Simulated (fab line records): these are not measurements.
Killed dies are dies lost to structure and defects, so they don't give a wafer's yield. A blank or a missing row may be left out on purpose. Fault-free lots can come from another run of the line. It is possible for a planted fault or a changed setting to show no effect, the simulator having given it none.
What tool caused it? + flow n5-finfet + 24 lots with 72 wafers sampled at 6 steps, on a route of 1938 steps

## WHAT EACH GAUGE READ, for each wafer
N5_BEOL_M14_INSPECT_12: inspects for defects (macro).
| lot  | measured     | on                | raw-defect-count |
|------|--------------|-------------------|------------------|
| L074 | day 10 14:13 | defect-inspect-01 | 3 1 1            |
| L076 | day 10 21:25 | defect-inspect-01 | 0 2 1            |
| L075 | day 11 02:11 | defect-inspect-02 | 4 1 3            |
| L077 | day 11 23:06 | defect-inspect-01 | 4 4 5            |
| L079 | day 12 04:22 | defect-inspect-01 | 0 1 4            |
| L081 | day 12 08:20 | defect-inspect-02 | 3 4 3            |
| L080 | day 12 10:46 | defect-inspect-02 | 2 2 0            |
| L078 | day 12 16:20 | defect-inspect-01 | 2 2 3            |
| L082 | day 12 17:40 | defect-inspect-02 | 0 3 1            |
| L084 | day 13 08:04 | defect-inspect-01 | 3 1 1            |
| L083 | day 13 09:18 | defect-inspect-01 | 2 3 5            |
| L085 | day 13 17:22 | defect-inspect-02 | 2 2 0            |
| L086 | day 14 03:08 | defect-inspect-02 | 0 2 2            |
| L088 | day 14 05:51 | defect-inspect-01 | 4 2 2            |
| L087 | day 14 06:08 | defect-inspect-02 | 1 0 1            |
| L089 | day 15 00:04 | defect-inspect-02 | 2 2 3            |
| L091 | day 15 06:21 | defect-inspect-01 | 2 0 1            |
| L092 | day 15 06:59 | defect-inspect-02 | 1 2 5            |
| L090 | day 15 07:13 | defect-inspect-02 | 2 1 1            |
| L093 | day 15 15:42 | defect-inspect-02 | 1 0 1            |
| L095 | day 16 00:49 | defect-inspect-02 | 2 4 1            |
| L094 | day 16 01:58 | defect-inspect-01 | 2 0 1            |
| L097 | day 16 19:00 | defect-inspect-01 | 2 0 1            |
| L096 | day 16 19:25 | defect-inspect-02 | 2 5 1            |

N5_BEOL_M14_OCD_MEAS_35.
| lot  | measured     | on     | trench-depth-nm (nm) |
|------|--------------|--------|----------------------|
| L074 | day 10 15:43 | ocd-01 | 573 565 574          |
| L076 | day 10 23:20 | ocd-01 | 559 551 569          |
| L075 | day 11 03:49 | ocd-02 | 571 574 558          |
| L077 | day 12 00:55 | ocd-01 | 541 539 561          |
| L079 | day 12 05:51 | ocd-02 | 572 572 561          |
| L081 | day 12 10:01 | ocd-01 | 568 562 550          |
| L080 | day 12 12:24 | ocd-02 | 568 561 565          |
| L078 | day 12 18:11 | ocd-01 | 550 551 566          |
| L082 | day 12 19:47 | ocd-01 | 570 548 565          |
| L084 | day 13 09:40 | ocd-01 | 566 570 551          |
| L083 | day 13 11:01 | ocd-01 | 554 577 563          |
| L085 | day 13 19:03 | ocd-02 | 556 549 565          |
| L086 | day 14 05:01 | ocd-02 | 576 559 562          |
| L088 | day 14 07:37 | ocd-01 | 540 555 538          |
| L087 | day 14 08:12 | ocd-01 | 545 550 541          |
| L089 | day 15 01:41 | ocd-01 | 564 572 565          |
| L091 | day 15 07:50 | ocd-01 | 548 570 575          |
| L092 | day 15 08:32 | ocd-01 | 572 557 564          |
| L090 | day 15 09:01 | ocd-02 | 560 576 547          |
| L093 | day 15 17:11 | ocd-02 | 559 537 564          |
| L095 | day 16 02:19 | ocd-02 | 569 563 542          |
| L094 | day 16 03:46 | ocd-01 | 551 561 566          |
| L097 | day 16 20:40 | ocd-02 | 570 552 567          |
| L096 | day 16 21:15 | ocd-01 | 563 566 563          |

N5_BEOL_M15_CD_MEAS_28: the cd target is 407.6 nm.
| lot  | measured     | on        | cd-nm (nm)        |
|------|--------------|-----------|-------------------|
| L074 | day 10 20:10 | cd-sem-01 | 409.3 407.8 408.3 |
| L076 | day 11 03:31 | cd-sem-03 | 410.2 409.6 408.7 |
| L075 | day 11 07:53 | cd-sem-01 | 412.4 414.3 410.0 |
| L077 | day 12 06:26 | cd-sem-02 | 412.5 412.1 414.3 |
| L079 | day 12 10:09 | cd-sem-01 | 413.0 409.0 410.6 |
| L081 | day 12 14:19 | cd-sem-01 | 412.6 410.3 412.4 |
| L080 | day 12 18:10 | cd-sem-02 | 411.4 411.1 409.8 |
| L078 | day 13 00:10 | cd-sem-02 | 407.3 406.2 407.1 |
| L082 | day 13 00:22 | cd-sem-03 | 411.3 413.2 411.8 |
| L084 | day 13 16:56 | cd-sem-02 | 414.1 414.6 412.3 |
| L083 | day 13 17:17 | cd-sem-03 | 405.5 406.3 407.8 |
| L085 | day 13 23:46 | cd-sem-01 | 410.5 409.4 407.9 |
| L086 | day 14 12:48 | cd-sem-02 | 410.1 409.6 409.5 |
| L088 | day 14 13:34 | cd-sem-02 | 411.1 408.8 409.3 |
| L087 | day 14 14:17 | cd-sem-01 | 409.4 407.2 409.4 |
| L089 | day 15 05:49 | cd-sem-01 | 411.2 410.7 412.9 |
| L091 | day 15 13:01 | cd-sem-03 | 413.1 413.3 413.3 |
| L092 | day 15 13:03 | cd-sem-03 | 408.7 408.4 410.8 |
| L090 | day 15 18:31 | cd-sem-01 | 412.1 412.6 409.5 |
| L093 | day 16 03:41 | cd-sem-03 | 412.9 411.9 411.1 |
| L095 | day 16 08:07 | cd-sem-03 | 408.3 407.3 406.6 |
| L094 | day 16 09:16 | cd-sem-02 | 406.8 407.4 407.4 |
| L097 | day 17 01:11 | cd-sem-03 | 412.2 411.3 410.5 |
| L096 | day 17 02:32 | cd-sem-03 | 406.6 409.3 406.3 |

## WHAT TOOL EACH LOT RAN ON (gives the tool, then ch and the chambers of the sampled wafers, and finally the start)
| lot  | N5_BEOL_M14_ETCH_67                | N5_BEOL_M14_STRIP_37               | N5_BEOL_M14_SPUTTER_45       |
|------|------------------------------------|------------------------------------|------------------------------|
| L074 | rie-diel-03 ch 1,2, day 10 15:08   | rie-diel-03 ch 0,2,3, day 10 16:00 | pvd-sputter-02, day 10 16:41 |
| L076 | rie-diel-06 ch 1,3, day 10 22:45   | rie-diel-03 ch 0,1,2, day 10 23:22 | pvd-sputter-01, day 11 00:08 |
| L075 | rie-diel-03 ch 1,2,3, day 11 03:14 | rie-diel-06 ch 2,3, day 11 03:52   | pvd-sputter-03, day 11 04:23 |
| L077 | rie-diel-06 ch 0,1,3, day 12 00:21 | rie-diel-06 ch 0,1,2, day 12 02:12 | pvd-sputter-02, day 12 02:57 |
| L079 | rie-diel-03 ch 0,1, day 12 05:17   | rie-diel-06 ch 0,2, day 12 05:53   | pvd-sputter-02, day 12 06:43 |
| L081 | rie-diel-05 ch 0,1, day 12 09:26   | rie-diel-03 ch 0,2,3, day 12 10:11 | pvd-sputter-03, day 12 11:04 |
| L080 | rie-diel-03 ch 0,1,2, day 12 11:50 | rie-diel-05 ch 1,3, day 12 13:52   | pvd-sputter-01, day 12 14:31 |
| L078 | rie-diel-06 ch 1,2,3, day 12 17:36 | rie-diel-03 ch 0,1,2, day 12 18:36 | pvd-sputter-01, day 12 19:19 |
| L082 | rie-diel-06 ch 1,2, day 12 19:13   | rie-diel-06 ch 0,1,2, day 12 19:49 | pvd-sputter-02, day 12 20:19 |
| L084 | rie-diel-05 ch 0,1,3, day 13 09:06 | rie-diel-06 ch 0,1,3, day 13 12:55 | pvd-sputter-02, day 13 13:31 |
| L083 | rie-diel-05 ch 0,1,3, day 13 10:27 | rie-diel-03 ch 1,2,3, day 13 13:06 | pvd-sputter-03, day 13 13:36 |
| L085 | rie-diel-06 ch 1,2,3, day 13 18:28 | rie-diel-06 ch 0,1,3, day 13 19:15 | pvd-sputter-01, day 13 20:01 |
| L086 | rie-diel-05 ch 0,2,3, day 14 04:26 | rie-diel-03 ch 0,2,3, day 14 08:39 | pvd-sputter-01, day 14 09:39 |
| L088 | rie-diel-06 ch 0,1,2, day 14 07:02 | rie-diel-05 ch 0,2, day 14 09:40   | pvd-sputter-02, day 14 10:28 |
| L087 | rie-diel-06 ch 0,1,3, day 14 07:37 | rie-diel-06 ch 0,1, day 14 09:47   | pvd-sputter-02, day 14 10:47 |
| L089 | rie-diel-05 ch 0,3, day 15 01:07   | rie-diel-05 ch 2,3, day 15 01:43   | pvd-sputter-02, day 15 02:14 |
| L091 | rie-diel-03 ch 1,2,3, day 15 07:16 | rie-diel-06 ch 0,1,2, day 15 08:08 | pvd-sputter-02, day 15 08:59 |
| L092 | rie-diel-03 ch 1,2,3, day 15 07:58 | rie-diel-03 ch 1,2,3, day 15 08:59 | pvd-sputter-02, day 15 09:38 |
| L090 | rie-diel-05 ch 1,2,3, day 15 08:26 | rie-diel-06 ch 0,2,3, day 15 13:23 | pvd-sputter-03, day 15 14:10 |
| L093 | rie-diel-06 ch 2,3, day 15 16:37   | rie-diel-06 ch 0,1,2, day 15 23:27 | pvd-sputter-02, day 16 00:23 |
| L095 | rie-diel-06 ch 1,2,3, day 16 01:44 | rie-diel-05 ch 0,3, day 16 03:59   | pvd-sputter-03, day 16 04:43 |
| L094 | rie-diel-03 ch 1,2,3, day 16 03:11 | rie-diel-03 ch 0,2, day 16 04:02   | pvd-sputter-01, day 16 04:45 |
| L097 | rie-diel-03 ch 1,2,3, day 16 20:05 | rie-diel-05 ch 0,1, day 16 20:49   | pvd-sputter-01, day 16 21:35 |
| L096 | rie-diel-03 ch 0,1,2, day 16 20:40 | rie-diel-05 ch 0,1,3, day 16 21:32 | pvd-sputter-03, day 16 22:52 |
- N5_BEOL_M14_ETCH_67: etches SiARC in CF4, target depth 143 nm, time 238.3 s.
- N5_BEOL_M14_STRIP_37: strips in O2.
- N5_BEOL_M14_SPUTTER_45: material Cu, target thk 100 nm, time 16.67 s.

## AS READ BY THE TOOLS THEMSELVES (means over the sampled wafers that have a number; for cases with no such wafer, the mark the record gives instead)
N5_BEOL_M14_ETCH_67.
| lot  | tool        | drypump-motor-current-A (A) | etch-rf-on-time-s (s) | oes-product-au (a.u.) | rf-vpp-V (V) | showerhead-plenum-p-Torr (Torr) | throttle-valve-pct (%) |
|------|-------------|-----------------------------|-----------------------|-----------------------|--------------|---------------------------------|------------------------|
| L074 | rie-diel-03 | 5.9                         | 231                   | 0.68                  | 182.8        | 2.09                            | 15.63                  |
| L076 | rie-diel-06 | 5.7                         | 236                   | 0.63                  | 182.7        | 2.10                            | 15.48                  |
| L075 | rie-diel-03 | 5.7                         | 235                   | 0.71                  | 183.9        | 2.10                            | 15.59                  |
| L077 | rie-diel-06 | 5.6                         | 236                   | 0.68                  | 183.8        | 2.12                            | 15.50                  |
| L079 | rie-diel-03 | 5.6                         | 235                   | 0.73                  | 183.7        | 2.14                            | 15.63                  |
| L081 | rie-diel-05 | 5.5                         | 237                   | 0.60                  | 183.8        | 2.11                            | 15.76                  |
| L080 | rie-diel-03 | 5.9                         | 234                   | 0.68                  | 184.0        | 2.09                            | 15.66                  |
| L078 | rie-diel-06 | 5.8                         | 238                   | 0.66                  | 183.9        | 2.14                            | 15.49                  |
| L082 | rie-diel-06 | 5.5                         | 237                   | 0.67                  | 184.3        | 2.17                            | 15.39                  |
| L084 | rie-diel-05 | 5.4                         | 238                   | 0.64                  | 184.2        | 2.10                            | 15.73                  |
| L083 | rie-diel-05 | 5.4                         | 236                   | 0.64                  | 182.5        | 2.10                            | 15.73                  |
| L085 | rie-diel-06 | 5.9                         | 240                   | 0.65                  | 183.6        | 2.14                            | 15.50                  |
| L086 | rie-diel-05 | 5.5                         | 235                   | 0.63                  | 183.4        | 2.13                            | 15.65                  |
| L088 | rie-diel-06 | 5.4                         | 241                   | 0.71                  | 184.3        | 2.19                            | 15.42                  |
| L087 | rie-diel-06 | 5.6                         | 241                   | 0.65                  | 183.4        | 2.11                            | 15.53                  |
| L089 | rie-diel-05 | 5.5                         | 234                   | 0.63                  | 183.4        | 2.10                            | 15.77                  |
| L091 | rie-diel-03 | 5.7                         | 234                   | 0.68                  | 184.2        | 2.09                            | 15.65                  |
| L092 | rie-diel-03 | 5.7                         | 237                   | 0.67                  | 183.7        | 2.09                            | 15.65                  |
| L090 | rie-diel-05 | 5.4                         | 239                   | 0.63                  | 183.6        | 2.13                            | 15.64                  |
| L093 | rie-diel-06 | 6.2                         | 238                   | 0.77                  | 186.4        | 2.27                            | 15.29                  |
| L095 | rie-diel-06 | 5.8                         | 237                   | 0.71                  | 185.0        | 2.22                            | 15.39                  |
| L094 | rie-diel-03 | 5.7                         | 234                   | 0.67                  | 183.1        | 2.08                            | 15.68                  |
| L097 | rie-diel-03 | 5.7                         | 236                   | 0.66                  | 184.2        | 2.08                            | 15.68                  |
| L096 | rie-diel-03 | 5.9                         | 232                   | 0.65                  | 183.2        | 2.08                            | 15.72                  |

N5_BEOL_M14_STRIP_37.
| lot  | tool        | drypump-motor-current-A (A) | o2-flow-sccm (sccm) | oes-product-au (a.u.) | rf-vpp-V (V) | showerhead-plenum-p-Torr (Torr) | temp-c (C) | throttle-valve-pct (%) |
|------|-------------|-----------------------------|---------------------|-----------------------|--------------|---------------------------------|------------|------------------------|
| L074 | rie-diel-03 | 6.0                         | 224.5               | 0.79                  | 2.7          | 2.03                            | 59.99      | 16.70                  |
| L076 | rie-diel-03 | 5.9                         | 225.2               | 0.81                  | 3.8          | 2.06                            | 60.01      | 16.81                  |
| L075 | rie-diel-06 | 5.9                         | 225.3               | 0.84                  | 4.9          | 2.16                            | 60.04      | 16.51                  |
| L077 | rie-diel-06 | 5.3                         | 224.7               | 0.86                  | 3.2          | 2.16                            | 60.03      | 16.50                  |
| L079 | rie-diel-06 | 5.2                         | 224.9               | 0.94                  | 4.4          | 2.19                            | 59.96      | 16.56                  |
| L081 | rie-diel-03 | 6.0                         | 225.2               | 0.77                  | 3.9          | 2.02                            | 59.93      | 16.75                  |
| L080 | rie-diel-05 | 5.2                         | 225.2               | 0.74                  | 3.6          | 2.06                            | 59.94      | 16.76                  |
| L078 | rie-diel-03 | 5.9                         | 224.8               | 0.78                  | 4.4          | 2.06                            | 60.04      | 16.81                  |
| L082 | rie-diel-06 | 5.3                         | 225.4               | 0.85                  | 3.3          | 2.16                            | 60.09      | 16.50                  |
| L084 | rie-diel-06 | 5.6                         | 225.4               | 0.78                  | 2.7          | 2.07                            | 60.09      | 16.59                  |
| L083 | rie-diel-03 | 5.7                         | 224.8               | 0.80                  | 3.0          | 2.06                            | 60.00      | 16.76                  |
| L085 | rie-diel-06 | 5.6                         | 225.3               | 0.78                  | 4.0          | 2.07                            | 60.04      | 16.63                  |
| L086 | rie-diel-03 | 6.0                         | 224.5               | 0.75                  | 3.3          | 2.02                            | 59.97      | 16.76                  |
| L088 | rie-diel-05 | 5.7                         | 225.2               | 0.70                  | 3.1          | 2.13                            | 60.13      | 16.61                  |
| L087 | rie-diel-06 | 5.3                         | 224.8               | 0.77                  | 3.9          | 2.10                            | 60.01      | 16.53                  |
| L089 | rie-diel-05 | 5.3                         | 225.2               | 0.78                  | 4.7          | 2.07                            | 59.98      | 16.68                  |
| L091 | rie-diel-06 | 5.3                         | 224.7               | 0.81                  | 3.0          | 2.15                            | 60.08      | 16.54                  |
| L092 | rie-diel-03 | 5.7                         | 224.8               | 0.78                  | 3.4          | 2.05                            | 60.01      | 16.80                  |
| L090 | rie-diel-06 | 5.7                         | 225.6               | 0.88                  | 4.9          | 2.21                            | 59.94      | 16.51                  |
| L093 | rie-diel-06 | 5.3                         | 224.7               | 0.81                  | 3.0          | 2.15                            | 60.08      | 16.55                  |
| L095 | rie-diel-05 | 5.4                         | 224.8               | 0.86                  | 4.1          | 2.04                            | 59.95      | 16.66                  |
| L094 | rie-diel-03 | 6.2                         | 225.3               | 0.71                  | 4.1          | 2.00                            | 59.99      | 16.88                  |
| L097 | rie-diel-05 | 5.4                         | 224.9               | 0.96                  | 3.9          | 2.06                            | 59.83      | 16.41                  |
| L096 | rie-diel-05 | 5.4                         | 224.8               | 0.90                  | 3.9          | 2.05                            | 60.01      | 16.54                  |

N5_BEOL_M14_SPUTTER_45.
| lot  | tool           | throttle-valve-pct (%) |
|------|----------------|------------------------|
| L074 | pvd-sputter-02 | 29.9                   |
| L076 | pvd-sputter-01 | 30.4                   |
| L075 | pvd-sputter-03 | 30.1                   |
| L077 | pvd-sputter-02 | 30.3                   |
| L079 | pvd-sputter-02 | 30.4                   |
| L081 | pvd-sputter-03 | 29.1                   |
| L080 | pvd-sputter-01 | 31.4                   |
| L078 | pvd-sputter-01 | 30.1                   |
| L082 | pvd-sputter-02 | 29.4                   |
| L084 | pvd-sputter-02 | 29.7                   |
| L083 | pvd-sputter-03 | 30.2                   |
| L085 | pvd-sputter-01 | 30.5                   |
| L086 | pvd-sputter-01 | 31.3                   |
| L088 | pvd-sputter-02 | 30.5                   |
| L087 | pvd-sputter-02 | 29.9                   |
| L089 | pvd-sputter-02 | 30.6                   |
| L091 | pvd-sputter-02 | 30.2                   |
| L092 | pvd-sputter-02 | 30.2                   |
| L090 | pvd-sputter-03 | 30.1                   |
| L093 | pvd-sputter-02 | 31.0                   |
| L095 | pvd-sputter-03 | 29.8                   |
| L094 | pvd-sputter-01 | 30.7                   |
| L097 | pvd-sputter-01 | 30.5                   |
| L096 | pvd-sputter-03 | 29.1                   |

## THE ANSWER, worked out from the rows above alone
Rule: the usual values come from the lots themselves. Put in order of their means at a reading, lots are off if they are a third of the lots or fewer, leave a main group of 4 or more, and stand apart from it by a gap of 3 or more times the standard deviation of the main group's means; of several such gaps the widest counts. If all means in a main group match to the digits the tables above print for the reading, that group is not used. A lot without any number at a reading at which 4 lots or more have one is off too. Where the step has rows for the other lots, those lots are counted as sound. After the gauges, taken in route order, come the tools' own readings; for these a lot's mean is taken, as printed above. At the first step where some lot is off, the reading lying furthest off is the one used; lots without a number count as furthest.
No lot is off at any reading shown: from this, nothing can be told.

## WHAT THE SIMULATOR PUT IN
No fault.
